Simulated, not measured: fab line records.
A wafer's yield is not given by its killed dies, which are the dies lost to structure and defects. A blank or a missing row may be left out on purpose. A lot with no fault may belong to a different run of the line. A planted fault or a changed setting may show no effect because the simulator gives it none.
Problem report in the 8D (eight disciplines) form, filled by code + flow n5-finfet + the parts of the form that need people (team, actions taken, sign-off) are left out

== 1. THE ISSUE ==
Wafers without a fault read 26.2 s, standard deviation 0.55; etch-rf-on-time-s at N5_GATE_CUT_CUT_ETCH_53 reads a mean of 34.3 s on 9 wafers belonging to 3 lots. Relative to the usual mean, that is a shift of +15 standard deviations.
The step: etches W in SF6/Cl2, target depth 79.2 nm.
Seen first at day 8 06:48 on rie-metal-03, wafer L350.2. The record holds 25 wafers of 9 lots with a number at this step. By rule, "out" or "out of limits" means more than 4 standard deviations away from the usual mean. Any other wafer with a number is counted as sound.

== 2. WHAT IT IS AND WHAT IT IS NOT ==
| question                    | is                         | is not                                                                         |
|-----------------------------|----------------------------|--------------------------------------------------------------------------------|
| which readings at this step | etch-rf-on-time-s          | bias-w, drypump-motor-current-A                                                |
| which lots                  | L350, L351, L352           | L337, L339, L345, L357, L358, L359                                             |
| which wafers of those lots  | all that have a number     | -                                                                              |
| read on which tools         | rie-metal-01, rie-metal-03 | rie-metal-02                                                                   |
| when                        | from day 8 06:48           | up to then (8 sound wafers); but 8 sound wafers of L357, L358, L359 came after |

== 3. WHAT RULES OUT EACH SUSPECT ==
Counting: any tool at a process step up to the reading is kept as a suspect provided that every lot that is out went through it and no sound lot did after the first of them.
- rie-diel-05 at N5_GATE_CUT_ETCH_19 (etches SiNx in CH3F/O2, target depth 53.7 nm, time 76.7 s): ruled out as a lasting fault. After its first lot that is out, L350 (day 8 06:41), sound lots L358, L359 ran on it.
Left after counting: nothing in the record.

== 4. THE CAUSE (what the simulator had put in) ==
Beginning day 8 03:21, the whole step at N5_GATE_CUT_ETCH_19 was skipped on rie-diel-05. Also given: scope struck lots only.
It was ruled out by counting, in error; the rule expects a fault to strike all lots run on its tool from its start on, and this fault did not.

== 5. THE CHAIN OF EFFECTS, in route order ==
Each row: a reading whose mean over the struck wafers that have a number lies more than 3 standard deviations from the usual. Only readings for which the record gives a usual standard deviation are gone through. hours: the time from each lot's start at the first step in this table that gives one to its start at this step, as a median over the lots. sigmas: the change in usual standard deviations.
| hours | step                    | reading             | usual     | on struck wafers | change | sigmas |
|-------|-------------------------|---------------------|-----------|------------------|--------|--------|
| 0     | N5_GATE_CUT_CUT_ETCH_53 | etch-rf-on-time-s   | 26.2 s    | 34.3             | +8.1   | +15    |
| 0     | N5_GATE_CUT_CUT_ETCH_53 | oes-product-au      | 0.71 a.u. | 0.25             | -0.46  | -3.5   |
| 0     | N5_GATE_CUT_CUT_ETCH_53 | throttle-valve-pct  | 28.8 %    | 27.7             | -1.1   | -3.1   |
| 0     | N5_GATE_CUT_CUT_ETCH_54 | etch-rf-on-time-s   | 36.6 s    | 47.9             | +11.3  | +15    |
| 0     | N5_GATE_CUT_CUT_ETCH_54 | oes-product-au      | 0.71 a.u. | 0.25             | -0.46  | -3.6   |
| 193   | N5_PASSIVATION_PROBE_49 | killed-at-front-end | 39        | 1117             | +1078  | +98    |
| 193   | N5_PASSIVATION_PROBE_49 | killed-dies         | 101       | 1180             | +1079  | +54    |
| 193   | N5_PASSIVATION_PROBE_49 | killed-on-rim       | 13        | 152              | +139   | +34    |
It contains these process steps:
- N5_GATE_CUT_CUT_ETCH_53: etches W in SF6/Cl2, target depth 79.2 nm.
- N5_GATE_CUT_CUT_ETCH_54: etches TiN in Cl2/BCl3, target depth 96.7 nm.
- N5_PASSIVATION_PROBE_49
Readings that are blank on the struck wafers while sound wafers have them: CH3F_flow_sccm at N5_GATE_CUT_ETCH_19; O2_flow_sccm at N5_GATE_CUT_ETCH_19; drypump-motor-current-A at N5_GATE_CUT_ETCH_19; etch-rf-on-time-s at N5_GATE_CUT_ETCH_19; oes-product-au at N5_GATE_CUT_ETCH_19; rf-vpp-V at N5_GATE_CUT_ETCH_19; showerhead-plenum-p-Torr at N5_GATE_CUT_ETCH_19; throttle-valve-pct at N5_GATE_CUT_ETCH_19.

== 6. WHAT WOULD HAVE CAUGHT IT SOONER ==
First out-of-limits reading in this record: day 8 06:48, which is 3 hours after fault onset at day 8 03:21.
At N5_GATE_CUT_ETCH_19 the tool's readings are blank on the struck wafers, where sound wafers have them: an empty tool record is the first sign, and it was there at once.
